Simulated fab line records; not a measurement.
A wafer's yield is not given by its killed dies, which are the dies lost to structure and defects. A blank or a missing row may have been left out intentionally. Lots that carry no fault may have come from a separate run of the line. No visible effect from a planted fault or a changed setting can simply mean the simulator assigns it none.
fab line records    flow n5-finfet    part 1 of 2: steps 1 to 4 of 6
record lots=21  wafers=63  last-day=17
route steps=1938 shown GATE_CUT@492 MOL_CONTACT_COAG@532
lots with no fault: from the same line, run without faults
start-h: hours from the record's first day to the start of the lot's first wafer shown    wait-h: how many hours have passed since the lot's step before this one    " identical to the entry in the row above    L1.1+2: a single row standing in for several wafers    - no value present, or no start provided    * or withheld: withheld    < > ~ a bound
route shown NAME@n: names a module that has steps shown in the file, with the first one's number in the route    usual: mean and standard deviation over wafers with no fault    same: alike in all rows    chamber/n: place in a boat    sites: readings site by site    _std_site: standard deviation across them    _edge_site: outer sites' mean less inner sites'    radius-mm: for every site, how far away it sits from the centre of the wafer    mask NAME#n: copy n    behind: tool/chamber where the wafer was last shaped    hold: why the lot went on hold/how many hours it stayed there/how the hold came to an end    device: the n, p or np transistor that did not switch    end of line: the same wafers' tests at the end of the route    a step without rows: its recipe alone    killed: at the first sort, the dies lost to defects and structure; wafer yield is something else    map: a wafer's dies, x killed, . not, _ none there
set.NAME: the setting that was run; set.NAME@STEP: the one run at that earlier step    model.NAME: the simulator's own value behind a step, which no gauge read
a sample of lots followed through the steps of the route, with each step as a table and each wafer as a row
services: from which hour (start-h, from the record's first day; less than 0 if before it) a tool's chamber was out of use, for how many hours, and why
## steps
# step N5_GATE_CUT_ETCH_36
# recipe chemistry=CF4  target=SiARC  target-depth-a=130  mask-material=CAR-EUV  time-s=21.7  ion-energy-ev=80  pressure-mtorr=40  source-w=545  bias-w=36  Ar_flow_sccm=100  cf4-flow-sccm=100  ends=cleared
# usual drypump-motor-current-A=5.7/0.39  etch-rf-on-time-s=21.6/0.6  oes-product-au=0.67/0.067  rf-vpp-V=184.2/1.3  showerhead-plenum-p-Torr=2.15/0.079  throttle-valve-pct=15.63/0.15
lot.wafer  tool         chamber  start-h  wait-h  drypump-motor-current-A  etch-rf-on-time-s  oes-product-au  rf-hours-counter-h  rf-vpp-V  showerhead-plenum-p-Torr  throttle-valve-pct
L074.2     rie-diel-05  1        82.47    0.0     6.1                      21.5               0.70            79                  183.1     2.10                      15.65
L074.3     "            3        "        "       6.2                      21.3               0.64            192                 184.9     2.21                      15.67
L074.5     "            3        "        "       6.2                      21.2               0.64            -                   183.3     2.21                      15.67
L075.2     rie-diel-04  1        87.03    0.0     5.8                      21.0               0.78            19                  184.9     2.28                      15.55
L075.3     "            2        "        "       5.6                      22.1               0.57            241                 181.8     2.04                      15.74
L075.4     "            3        "        "       5.7                      22.1               0.59            -                   181.7     2.03                      15.73
L076.1     rie-diel-04  2        95.85    0.0     5.5                      22.2               0.57            243                 181.0     2.04                      15.74
L076.2     "            0        "        "       5.1                      20.6               0.68            130                 185.8     2.15                      15.49
L076.5     "            3        "        "       5.7                      21.8               0.59            -                   184.3     2.03                      15.74
L077.1     rie-diel-04  1        103.87   0.0     5.8                      21.1               0.78            23                  185.9     2.28                      15.55
L077.2     "            3        "        "       5.7                      22.1               0.59            225                 182.8     2.03                      15.74
L077.3     "            0        "        "       5.1                      21.0               0.68            132                 184.1     2.15                      15.48
L078.2     rie-diel-05  1        106.50   0.0     6.1                      21.5               0.69            85                  183.2     2.09                      15.67
L078.3     "            3        "        "       6.3                      21.0               0.64            199                 184.6     2.21                      15.67
L078.6     "            3        "        "       6.2                      21.0               0.63            -                   187.3     2.21                      15.67
L079.1     rie-diel-04  2        112.36   0.0     5.6                      22.0               0.57            247                 182.7     2.03                      15.74
L079.4     "            1        "        "       5.9                      20.6               0.78            25                  185.7     2.28                      15.55
L079.5     "            2        "        "       5.6                      21.8               0.58            -                   182.6     2.03                      15.75
L080.2     rie-diel-05  2        121.32   0.0     5.3                      21.8               0.69            89                  183.1     2.16                      15.71
L080.3     "            1        "        "       6.1                      21.8               0.69            90                  183.9     2.09                      15.70
L080.6     "            1        "        "       6.1                      21.6               0.70            -                   184.3     2.09                      15.69
L082.2     rie-diel-04  3        130.08   0.0     5.7                      22.0               0.58            233                 182.6     2.03                      15.76
L082.3     "            0        "        "       5.1                      20.5               0.68            140                 183.9     2.14                      15.50
L082.5     "            3        "        "       5.7                      21.9               0.59            -                   182.3     2.03                      15.77
L083.1     rie-diel-05  3        135.92   0.0     6.2                      21.3               0.62            208                 186.4     2.21                      15.70
L083.2     "            1        "        "       6.1                      22.0               0.68            92                  185.0     2.09                      15.69
L083.6     "            2        "        "       5.3                      21.8               0.68            -                   184.9     2.15                      15.70
L084.2     rie-diel-04  2        145.61   0.0     5.6                      21.4               0.83            1                   186.3     2.29                      15.26
L084.3     "            0        "        "       5.1                      20.7               0.67            146                 184.7     2.14                      15.52
L084.6     "            0        "        "       5.1                      20.8               0.67            -                   183.2     2.14                      15.52
L085.1     rie-diel-05  3        149.48   0.0     6.2                      21.2               0.63            214                 185.8     2.21                      15.71
L085.2     "            1        "        "       6.1                      21.5               0.68            99                  183.5     2.09                      15.70
L085.3     "            2        "        "       5.3                      21.6               0.68            100                 183.6     2.15                      15.73
L086.3     rie-diel-04  1        159.33   0.0     5.8                      21.0               0.75            42                  186.2     2.27                      15.57
L086.5     "            0        "        "       5.1                      20.8               0.66            -                   185.4     2.14                      15.52
L086.6     "            1        "        "       5.8                      20.9               0.75            -                   185.3     2.27                      15.58
L087.3     rie-diel-04  3        164.05   0.0     5.7                      22.1               0.58            246                 182.7     2.02                      15.77
L087.4     "            1        "        "       5.8                      21.0               0.75            44                  185.4     2.27                      15.58
L087.5     "            0        "        "       5.1                      20.6               0.67            -                   183.7     2.14                      15.52
L088.1     rie-diel-05  1        167.22   0.0     6.2                      21.5               0.68            105                 184.2     2.09                      15.70
L088.4     "            2        "        "       5.3                      21.8               0.67            106                 182.3     2.15                      15.75
L088.5     "            1        "        "       6.1                      21.5               0.68            -                   184.3     2.09                      15.70
L089.1     rie-diel-01  3        173.45   0.0     6.0                      22.0               0.66            145                 184.3     2.15                      15.52
L089.2     "            2        "        "       5.1                      21.8               0.69            99                  183.9     2.09                      15.69
L089.6     "            2        "        "       5.2                      21.7               0.69            -                   185.4     2.09                      15.67
L090.3     rie-diel-05  1        178.97   0.0     6.2                      21.6               0.68            109                 184.1     2.09                      15.72
L090.4     "            0        "        "       6.0                      22.5               0.80            9                   185.6     2.19                      15.46
L090.5     "            2        "        "       5.3                      21.3               0.68            -                   185.0     2.15                      15.74
L091.2     rie-diel-01  2        185.10   0.0     5.2                      21.9               0.68            104                 182.6     2.08                      15.68
L091.3     "            3        "        "       6.0                      22.4               0.65            150                 184.7     2.15                      15.56
L091.6     "            1        "        "       6.3                      22.0               0.71            -                   183.5     2.10                      15.33
L092.1     rie-diel-01  2        190.48   0.0     5.1                      22.2               0.68            105                 183.3     2.08                      15.67
L092.2     "            3        "        "       6.0                      22.2               0.65            151                 184.8     2.15                      15.57
L092.5     "            1        "        "       6.3                      22.0               0.70            -                   182.4     2.10                      15.35
L093.1     rie-diel-04  1        197.85   0.0     5.8                      21.1               0.73            55                  184.8     2.27                      15.61
L093.2     "            0        "        "       5.1                      21.0               0.66            164                 183.9     2.14                      15.55
L093.5     "            0        "        "       5.1                      20.8               0.65            -                   184.5     2.14                      15.56
L095.1     rie-diel-05  1        208.73   0.0     6.1                      21.3               0.68            118                 182.8     2.08                      15.75
L095.3     "            2        "        "       5.3                      21.5               0.68            117                 184.5     2.15                      15.76
L095.6     "            2        "        "       5.3                      21.6               0.67            -                   184.7     2.15                      15.78
L097.1     rie-diel-05  1        221.36   0.0     6.1                      21.5               0.67            121                 182.1     2.08                      15.76
L097.4     "            3        "        "       6.2                      21.2               0.61            236                 184.3     2.20                      15.75
L097.6     "            2        "        "       5.3                      21.5               0.67            -                   184.0     2.15                      15.77
# step N5_MOL_CONTACT_COAG_ETCH_106
# recipe chemistry=N2/H2  target=SOC  target-depth-a=800  overetch-a=160  mask-material=SiARC  temp-c=40  time-s=120  ion-energy-ev=200  pressure-mtorr=30  source-w=840  bias-w=150  n2-flow-sccm=200  h2-flow-sccm=200
# usual drypump-motor-current-A=5.7/0.31  n2-flow-sccm=200.0/0.63  oes-product-au=0.68/0.057  rf-vpp-V=524.2/2.6  showerhead-plenum-p-Torr=2.56/0.093  throttle-valve-pct=17.92/0.21
lot.wafer  tool         chamber  start-h  wait-h  drypump-motor-current-A  n2-flow-sccm  oes-product-au  rf-hours-counter-h  rf-vpp-V  showerhead-plenum-p-Torr  throttle-valve-pct
L074.2     rie-diel-02  1        86.60    0.0     5.9                      200.2         0.67            181                 527.4     2.64                      18.09
L074.3     "            2        "        "       5.4                      200.0         0.66            189                 523.8     2.53                      17.77
L074.5     "            1        "        "       5.9                      199.8         0.67            -                   526.4     2.64                      18.10
L075.2     rie-diel-03  2        91.19    0.0     6.1                      199.1         0.66            193                 524.0     2.52                      17.78
L075.3     "            3        "        "       5.9                      200.4         0.82            22                  527.9     2.71                      17.70
L075.4     "            0        "        "       5.6                      199.7         0.71            119                 521.8     2.47                      18.04
L076.1     rie-diel-03  2        100.93   0.0     6.1                      200.2         0.66            195                 525.8     2.52                      17.77
L076.2     "            1        "        "       5.3                      199.7         0.65            162                 525.8     2.64                      17.83
L076.5     "            2        "        "       6.1                      200.6         0.66            -                   523.1     2.52                      17.77
L077.1     rie-diel-03  2        108.56   0.0     6.1                      200.2         0.65            198                 522.8     2.52                      17.79
L077.2     "            0        "        "       5.6                      200.9         0.71            124                 522.5     2.47                      18.04
L077.3     "            1        "        "       5.3                      201.7         0.65            165                 525.6     2.64                      17.86
L078.2     rie-diel-03  2        110.44   0.0     6.1                      199.7         0.64            199                 523.7     2.52                      17.78
L078.3     "            3        "        "       5.9                      200.2         0.80            28                  527.6     2.70                      17.72
L078.6     "            0        "        "       5.5                      199.6         0.71            -                   521.7     2.47                      18.04
L079.1     rie-diel-03  0        116.25   0.0     5.5                      200.0         0.71            128                 522.1     2.46                      18.07
L079.4     "            3        "        "       5.9                      199.9         0.79            31                  529.1     2.70                      17.73
L079.5     "            2        "        "       6.1                      200.5         0.65            -                   522.9     2.52                      17.79
L080.2     rie-diel-06  2        125.58   0.0     6.3                      200.3         0.64            235                 519.5     2.41                      18.06
L080.3     "            0        "        "       5.8                      199.4         0.67            156                 527.2     2.66                      17.97
L080.6     "            2        "        "       6.3                      199.4         0.63            -                   519.8     2.41                      18.09
L082.2     rie-diel-06  1        133.98   0.0     5.5                      199.3         0.67            186                 523.7     2.53                      18.19
L082.3     "            2        "        "       6.3                      200.6         0.63            238                 518.8     2.41                      18.08
L082.5     "            1        "        "       5.5                      199.5         0.67            -                   522.6     2.54                      18.18
L083.1     rie-diel-02  1        140.21   0.0     5.8                      200.6         0.66            199                 527.1     2.63                      18.12
L083.2     "            0        "        "       5.6                      200.8         0.64            204                 522.9     2.51                      17.67
L083.6     "            2        "        "       5.4                      200.5         0.65            -                   524.1     2.52                      17.80
L084.2     rie-diel-03  2        150.23   0.0     6.1                      199.6         0.65            211                 523.6     2.52                      17.82
L084.3     "            1        "        "       5.3                      199.9         0.64            178                 526.7     2.64                      17.88
L084.6     "            3        "        "       5.9                      200.1         0.78            -                   528.6     2.70                      17.74
L085.1     rie-diel-06  2        153.71   0.0     6.3                      199.2         0.62            246                 520.2     2.40                      18.10
L085.2     "            1        "        "       5.5                      200.3         0.66            195                 523.9     2.53                      18.20
L085.3     "            3        "        "       5.2                      200.4         0.67            157                 520.6     2.43                      17.59
L086.3     rie-diel-06  2        163.27   0.0     6.3                      199.9         0.63            249                 520.5     2.40                      18.08
L086.5     "            0        "        "       5.8                      199.2         0.67            -                   527.0     2.65                      17.99
L086.6     "            1        "        "       5.5                      199.4         0.67            -                   524.5     2.53                      18.20
L087.3     rie-diel-06  1        168.05   0.0     5.4                      200.1         0.66            200                 523.4     2.53                      18.21
L087.4     "            3        "        "       5.2                      199.6         0.66            -                   520.4     2.43                      17.62
L087.5     "            0        "        "       5.8                      198.6         0.66            -                   526.9     2.65                      18.00
L088.1     rie-diel-03  0        171.04   0.0     5.6                      199.9         0.69            146                 520.8     2.46                      18.07
L088.4     "            1        "        "       5.3                      199.0         0.63            186                 527.5     2.63                      17.89
L088.5     "            1        "        "       5.3                      198.9         0.64            -                   526.2     2.63                      17.87
L089.1     rie-diel-03  2        177.44   0.0     6.1                      199.5         0.64            220                 523.1     2.51                      17.81
L089.2     "            0        "        "       5.6                      200.7         0.69            148                 522.3     2.46                      18.10
L089.6     "            1        "        "       5.3                      200.3         0.63            -                   526.1     2.63                      17.91
L090.3     rie-diel-02  2        182.91   0.0     5.4                      201.2         0.64            226                 523.4     2.52                      17.81
L090.4     "            3        "        "       5.6                      199.8         0.65            211                 523.1     2.51                      18.26
L090.5     "            1        "        "       5.9                      200.0         0.65            -                   526.8     2.62                      18.16
L091.2     rie-diel-06  3        190.02   0.0     5.2                      199.6         0.66            173                 521.7     2.42                      17.61
L091.3     "            0        "        "       5.8                      199.9         0.66            183                 527.3     2.65                      18.02
L091.6     "            3        "        "       5.2                      199.5         0.66            -                   520.7     2.43                      17.62
L092.1     rie-diel-06  0        194.45   0.0     5.8                      200.7         0.65            185                 525.4     2.65                      18.02
L092.2     "            3        "        "       5.2                      200.1         0.65            175                 521.2     2.42                      17.62
L092.5     "            1        "        "       5.4                      200.9         0.64            -                   523.8     2.52                      18.22
L093.1     rie-diel-06  0        202.12   0.0     5.8                      200.6         0.65            188                 525.9     2.65                      18.02
L093.2     "            2        "        "       6.3                      200.7         0.85            3                   527.7     2.72                      17.58
L093.5     "            2        "        "       6.3                      200.9         0.86            -                   527.6     2.72                      17.55
L095.1     rie-diel-02  1        212.84   0.0     5.9                      200.2         0.64            225                 525.2     2.62                      18.17
L095.3     "            2        "        "       5.4                      200.1         0.63            237                 523.3     2.51                      17.83
L095.6     "            1        "        "       5.9                      199.5         0.64            -                   525.8     2.62                      18.18
L097.1     rie-diel-06  3        225.72   0.0     5.2                      200.3         0.65            184                 519.7     2.42                      17.64
L097.4     "            2        "        "       6.3                      200.3         0.83            11                  526.3     2.72                      17.57
L097.6     "            1        "        "       5.4                      199.7         0.64            -                   521.2     2.52                      18.23
# step N5_MOL_CONTACT_COAG_CMP_28
# recipe stop-on=SiNx  t-overpolish-s=0.85  post-cmp-clean=alkaline-brush  down-force-psi=4.15  platen-rpm=51.8  pad-velocity-m-s=1.0307  target-thk-nm=14.522
# usual head-pressure-psi=4.151/0.0088  motor-current-A=12.3/1.2  time-to-endpoint-s=5.2/2.2
lot.wafer  tool    chamber  start-h  wait-h  head-pressure-psi  motor-current-A  time-to-endpoint-s
L074.3     cmp-03  2        97.44    0.8     4.163              13.3             4.8
L074.2     "       3        "        "       4.151              13.8             7.2
L074.5     "       2        "        "       4.153              14.6             5.3
L075.2     cmp-02  0        101.41   0.8     4.160              12.2             7.1
L075.3     "       1        "        "       4.155              12.7             5.4
L075.4     "       3        "        "       4.162              11.0             5.0
L076.1     cmp-02  0        108.98   0.9     4.143              12.4             6.6
L076.2     "       1        "        "       4.155              12.4             8.5
L076.5     "       2        "        "       4.146              12.7             10.6
L077.1     cmp-03  0        116.64   0.8     4.166              12.0             3.2
L077.3     "       1        "        "       4.150              14.6             5.1
L077.2     "       2        "        "       4.156              13.6             1.7
L078.3     cmp-03  2        117.90   0.9     4.144              12.9             0.0
L078.2     "       3        "        "       4.164              14.7             5.8
L078.6     "       0        "        "       4.138              12.9             2.2
L079.1     cmp-02  3        123.22   0.8     4.146              11.0             1.8
L079.4     "       1        "        "       4.148              11.7             2.6
L079.5     "       3        "        "       4.153              10.5             5.2
L080.3     cmp-02  1        134.51   0.8     4.136              12.8             4.1
L080.2     "       3        "        "       4.154              10.8             4.2
L080.6     "       1        "        "       4.138              12.4             3.6
L082.3     cmp-04  3        143.20   0.8     4.156              9.9              3.6
L082.2     "       0        "        "       4.158              11.1             4.9
L082.5     "       2        "        "       4.158              12.1             5.0
L083.1     cmp-02  0        147.15   0.9     4.149              11.8             7.3
L083.2     "       1        "        "       4.176              12.8             6.6
L083.6     "       3        "        "       4.156              11.1             5.0
L084.2     cmp-04  3        160.03   0.8     4.142              9.6              4.3
L084.3     "       2        "        "       4.143              12.0             4.5
L084.6     "       3        "        "       4.148              10.1             4.1
L085.1     cmp-04  1        161.01   0.8     4.158              11.9             0.7
L085.2     "       2        "        "       4.150              11.2             6.4
L085.3     "       0        "        "       4.170              11.5             1.5
L086.3     cmp-03  2        172.61   0.9     4.147              13.3             0.0
L086.5     "       0        "        "       4.133              12.7             1.6
L086.6     "       1        "        "       4.157              14.0             2.0
L087.3     cmp-02  0        177.59   0.8     4.150              12.5             6.2
L087.4     "       1        "        "       4.144              12.4             6.0
L087.5     "       1        "        "       4.134              12.5             5.2
L088.4     cmp-02  1        180.86   0.9     4.159              12.9             6.9
L088.1     "       2        "        "       4.140              13.2             9.7
L088.5     "       0        "        "       4.143              11.7             4.9
L089.1     cmp-02  3        184.82   0.8     4.161              11.4             7.6
L089.2     "       0        "        "       4.155              12.1             7.8
L089.6     "       2        "        "       4.143              13.2             9.0
L090.3     cmp-02  3        191.37   0.9     4.151              11.4             6.5
L090.4     "       0        "        "       4.151              12.4             10.2
L090.5     "       2        "        "       4.147              12.8             9.2
L091.2     cmp-03  3        198.78   0.8     4.144              15.2             3.0
L091.3     "       2        "        "       4.159              13.2             1.0
L091.6     "       0        "        "       4.135              11.9             3.4
L092.1     cmp-02  3        203.60   0.8     4.157              11.0             5.5
L092.2     "       1        "        "       4.141              12.7             5.9
L092.5     "       3        "        "       4.154              11.6             5.9
L093.2     cmp-03  0        209.71   0.8     4.150              12.4             3.2
L093.1     "       2        "        "       4.155              14.4             4.5
L093.5     "       0        "        "       4.143              12.5             2.0
L095.1     cmp-04  1        221.44   0.8     4.151              12.2             4.0
L095.3     "       3        "        "       4.139              10.0             4.7
L095.6     "       1        "        "       4.161              11.8             3.9
L097.4     cmp-02  2        233.39   0.8     4.145              13.0             10.4
L097.1     "       3        "        "       4.143              11.3             3.6
L097.6     "       2        "        "       4.161              13.0             7.9
# step N5_MOL_CONTACT_COAG_CD_MEAS_84
# recipe target-cd-nm=25.1  landing-energy-ev=500  detector=se-inlens  polarity=opening
# usual cd-nm=25.07/0.25
lot.wafer  tool       chamber  start-h  wait-h  cd-nm
L074.2     cd-sem-02  0        101.10   -       25.16
L074.3     "          0        "        "       25.12
L074.5     "          0        "        "       24.92
L075.2     cd-sem-02  0        102.71   -       24.72
L075.3     "          0        "        "       24.97
L075.4     "          0        "        "       25.13
L076.1     cd-sem-02  0        110.23   -       24.70
L076.2     "          0        "        "       24.99
L076.5     "          0        "        "       25.17
L077.1     cd-sem-03  0        118.40   -       25.38
L077.2     "          0        "        "       24.47
L077.3     "          0        "        "       24.72
L078.2     cd-sem-01  0        119.01   -       24.97
L078.3     "          0        "        "       25.03
L078.6     "          0        "        "       24.97
L079.1     cd-sem-01  0        124.41   -       25.21
L079.4     "          0        "        "       25.14
L079.5     "          0        "        "       25.40
L080.2     cd-sem-02  0        135.89   -       24.94
L080.3     "          0        "        "       24.99
L080.6     "          0        "        "       24.61
L082.2     cd-sem-03  0        144.34   -       25.06
L082.3     "          0        "        "       25.20
L082.5     "          0        "        "       24.92
L083.1     cd-sem-01  0        148.51   -       24.33
L083.2     "          0        "        "       24.62
L083.6     "          0        "        "       25.11
L084.2     cd-sem-03  0        161.92   -       25.32
L084.3     "          0        "        "       25.27
L084.6     "          0        "        "       25.32
L085.1     cd-sem-01  0        162.28   -       25.28
L085.2     "          0        "        "       24.96
L085.3     "          0        "        "       25.11
L086.3     cd-sem-03  0        173.71   -       24.78
L086.5     "          0        "        "       25.19
L086.6     "          0        "        "       25.04
L087.3     cd-sem-03  0        179.42   -       24.83
L087.4     "          0        "        "       25.57
L087.5     "          0        "        "       25.25
L088.1     cd-sem-01  0        183.10   -       24.88
L088.4     "          0        "        "       24.99
L088.5     "          0        "        "       24.91
L089.1     cd-sem-03  0        186.08   -       24.83
L089.2     "          0        "        "       25.18
L089.6     "          0        "        "       25.34
L090.3     cd-sem-03  0        192.67   -       25.31
L090.4     "          0        "        "       25.11
L090.5     "          0        "        "       24.90
L091.2     cd-sem-02  0        200.00   -       25.29
L091.3     "          0        "        "       25.21
L091.6     "          0        "        "       25.03
L092.1     cd-sem-03  0        204.94   -       25.26
L092.2     "          0        "        "       25.42
L092.5     "          0        "        "       25.28
L093.1     cd-sem-01  0        210.84   -       25.25
L093.2     "          0        "        "       24.55
L093.5     "          0        "        "       25.03
L095.1     cd-sem-02  0        222.75   -       25.03
L095.3     "          0        "        "       25.13
L095.6     "          0        "        "       24.96
L097.1     cd-sem-02  0        234.56   -       25.32
L097.4     "          0        "        "       24.76
L097.6     "          0        "        "       25.14
